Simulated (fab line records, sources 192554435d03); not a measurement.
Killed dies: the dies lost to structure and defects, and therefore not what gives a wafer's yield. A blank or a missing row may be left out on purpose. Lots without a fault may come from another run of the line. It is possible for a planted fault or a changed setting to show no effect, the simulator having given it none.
Split-lot trial / flow n5 finfet / 7 lots, 21 wafers read, on a route of 1938 steps

## THE SPLIT
At N5_MOL_CONTACT_COAG_SPUTTER_130 (material Co, target thk 47.5 nm), the setting power w was moved away from the recipe's 3000 W on 7 of the 21 wafers read, by -13.5% to -10.3%. The other wafers ran this setting at the recipe's value.

The split's own step is where the reading is taken.

## THE READING
Co_of_MOL_CONTACT_COAG_SPUTTER_130.thk nm (the simulator's own value, which no gauge read), in nm, at N5_MOL_CONTACT_COAG_SPUTTER_130 (material Co, target thk 47.5 nm). The file gives no usual value for it. Average 47.7 nm, standard deviation 0.42 nm, over the 14 wafers here run with the recipe.

wafer=L077.1; tool, chamber at the split=pvd sputter-03, -; power w as run, W=2618; against the recipe=-12.7%; Co_of_MOL_CONTACT_COAG_SPUTTER_130.thk nm, nm=42.2; against lot-mates on the recipe=-5.6
wafer=L077.4; tool, chamber at the split=pvd sputter-03, -; power w as run, W=2618; against the recipe=-12.7%; Co_of_MOL_CONTACT_COAG_SPUTTER_130.thk nm, nm=42.2; against lot-mates on the recipe=-5.6
wafer=L077.6; tool, chamber at the split=pvd sputter-03, -; power w as run, W=3000; against the recipe=recipe; Co_of_MOL_CONTACT_COAG_SPUTTER_130.thk nm, nm=47.8; against lot-mates on the recipe=-
wafer=L079.3; tool, chamber at the split=pvd sputter-03, -; power w as run, W=3000; against the recipe=recipe; Co_of_MOL_CONTACT_COAG_SPUTTER_130.thk nm, nm=48; against lot-mates on the recipe=-
wafer=L079.5; tool, chamber at the split=pvd sputter-03, -; power w as run, W=3000; against the recipe=recipe; Co_of_MOL_CONTACT_COAG_SPUTTER_130.thk nm, nm=48.4; against lot-mates on the recipe=-
wafer=L079.6; tool, chamber at the split=pvd sputter-03, -; power w as run, W=3000; against the recipe=recipe; Co_of_MOL_CONTACT_COAG_SPUTTER_130.thk nm, nm=48.4; against lot-mates on the recipe=-
wafer=L080.2; tool, chamber at the split=pvd sputter-02, -; power w as run, W=3000; against the recipe=recipe; Co_of_MOL_CONTACT_COAG_SPUTTER_130.thk nm, nm=47.4; against lot-mates on the recipe=-
wafer=L080.3; tool, chamber at the split=pvd sputter-02, -; power w as run, W=3000; against the recipe=recipe; Co_of_MOL_CONTACT_COAG_SPUTTER_130.thk nm, nm=47.4; against lot-mates on the recipe=-
wafer=L080.4; tool, chamber at the split=pvd sputter-02, -; power w as run, W=3000; against the recipe=recipe; Co_of_MOL_CONTACT_COAG_SPUTTER_130.thk nm, nm=47; against lot-mates on the recipe=-
wafer=L083.3; tool, chamber at the split=pvd sputter-01, -; power w as run, W=2595; against the recipe=-13.5%; Co_of_MOL_CONTACT_COAG_SPUTTER_130.thk nm, nm=41.8; against lot-mates on the recipe=-5.6
wafer=L083.4; tool, chamber at the split=pvd sputter-01, -; power w as run, W=2595; against the recipe=-13.5%; Co_of_MOL_CONTACT_COAG_SPUTTER_130.thk nm, nm=41.4; against lot-mates on the recipe=-6.0
wafer=L083.5; tool, chamber at the split=pvd sputter-01, -; power w as run, W=3000; against the recipe=recipe; Co_of_MOL_CONTACT_COAG_SPUTTER_130.thk nm, nm=47.4; against lot-mates on the recipe=-
wafer=L085.1; tool, chamber at the split=pvd sputter-02, -; power w as run, W=2690; against the recipe=-10.3%; Co_of_MOL_CONTACT_COAG_SPUTTER_130.thk nm, nm=41.8; against lot-mates on the recipe=-5.6
wafer=L085.5; tool, chamber at the split=pvd sputter-02, -; power w as run, W=3000; against the recipe=recipe; Co_of_MOL_CONTACT_COAG_SPUTTER_130.thk nm, nm=47.4; against lot-mates on the recipe=-
wafer=L085.6; tool, chamber at the split=pvd sputter-02, -; power w as run, W=2690; against the recipe=-10.3%; Co_of_MOL_CONTACT_COAG_SPUTTER_130.thk nm, nm=42; against lot-mates on the recipe=-5.4
wafer=L088.1; tool, chamber at the split=pvd sputter-02, -; power w as run, W=3000; against the recipe=recipe; Co_of_MOL_CONTACT_COAG_SPUTTER_130.thk nm, nm=47.6; against lot-mates on the recipe=-
wafer=L088.6; tool, chamber at the split=pvd sputter-02, -; power w as run, W=3000; against the recipe=recipe; Co_of_MOL_CONTACT_COAG_SPUTTER_130.thk nm, nm=47.6; against lot-mates on the recipe=-
wafer=L088.5; tool, chamber at the split=pvd sputter-02, -; power w as run, W=3000; against the recipe=recipe; Co_of_MOL_CONTACT_COAG_SPUTTER_130.thk nm, nm=47.2; against lot-mates on the recipe=-
wafer=L090.1; tool, chamber at the split=pvd sputter-02, -; power w as run, W=3000; against the recipe=recipe; Co_of_MOL_CONTACT_COAG_SPUTTER_130.thk nm, nm=47.8; against lot-mates on the recipe=-
wafer=L090.3; tool, chamber at the split=pvd sputter-02, -; power w as run, W=2677; against the recipe=-10.8%; Co_of_MOL_CONTACT_COAG_SPUTTER_130.thk nm, nm=43; against lot-mates on the recipe=-5.0
wafer=L090.4; tool, chamber at the split=pvd sputter-02, -; power w as run, W=3000; against the recipe=recipe; Co_of_MOL_CONTACT_COAG_SPUTTER_130.thk nm, nm=48.2; against lot-mates on the recipe=-

FIT RESULTS
A straight line over all 21 wafers: Co_of_MOL_CONTACT_COAG_SPUTTER_130.thk nm changes by +0.464 nm for each +1% of power w; r = +0.98; the points scatter about the line by 0.51 nm.
The same after taking each lot's own level away (the mean of its wafers on the recipe; 21 wafers): +0.456 nm for each +1%; r = +0.99; scatter 0.33 nm.
That fit puts the effect of the largest move of power w on the reading at 6.2 nm.
From 47.27 to 48.27 nm: that is the span of the lots' own levels, equal to 2.4 times the standard deviation above.
So the lot-to-lot level changes the slope little: the two slopes agree.
Check: with one of the wafers moved furthest among these (-13.5%) left out of the fit, the line predicts -6.31 nm for it against its lot-mates. Against them it came out at -5.6 nm.

## OTHER SPLITS APPLIED TO THESE WAFERS
These wafers also went through other splits before the reading. Each is held against what the fit with the lots' levels taken away leaves over:
other split on the same wafers=N5_DUMMY_GATE_ETCH_37 source w; wafers away from the commonest value=9; r with Co_of_MOL_CONTACT_COAG_SPUTTER_130.thk nm (lot level and that fit taken away)=-0.30
other split on the same wafers=N5_SD_EPI_P_COAT_35 spin rpm; wafers away from the commonest value=7; r with Co_of_MOL_CONTACT_COAG_SPUTTER_130.thk nm (lot level and that fit taken away)=+0.48
other split on the same wafers=N5_SD_EPI_P_ETCH_37 source w; wafers away from the commonest value=6; r with Co_of_MOL_CONTACT_COAG_SPUTTER_130.thk nm (lot level and that fit taken away)=-0.51
other split on the same wafers=N5_HKMG_FIN_COAT_41 spin rpm; wafers away from the commonest value=7; r with Co_of_MOL_CONTACT_COAG_SPUTTER_130.thk nm (lot level and that fit taken away)=-0.02
other split on the same wafers=N5_HKMG_FIN_ETCH_54 source w; wafers away from the commonest value=6; r with Co_of_MOL_CONTACT_COAG_SPUTTER_130.thk nm (lot level and that fit taken away)=-0.04
other split on the same wafers=N5_HKMG_FIN_ETCH_67 target depth a; wafers away from the commonest value=7; r with Co_of_MOL_CONTACT_COAG_SPUTTER_130.thk nm (lot level and that fit taken away)=-0.24

## THE FILE'S OWN FIT
Co_of_MOL_CONTACT_COAG_SPUTTER_130.thk nm changes by +0.459 nm for each +1% of power w, r = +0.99.
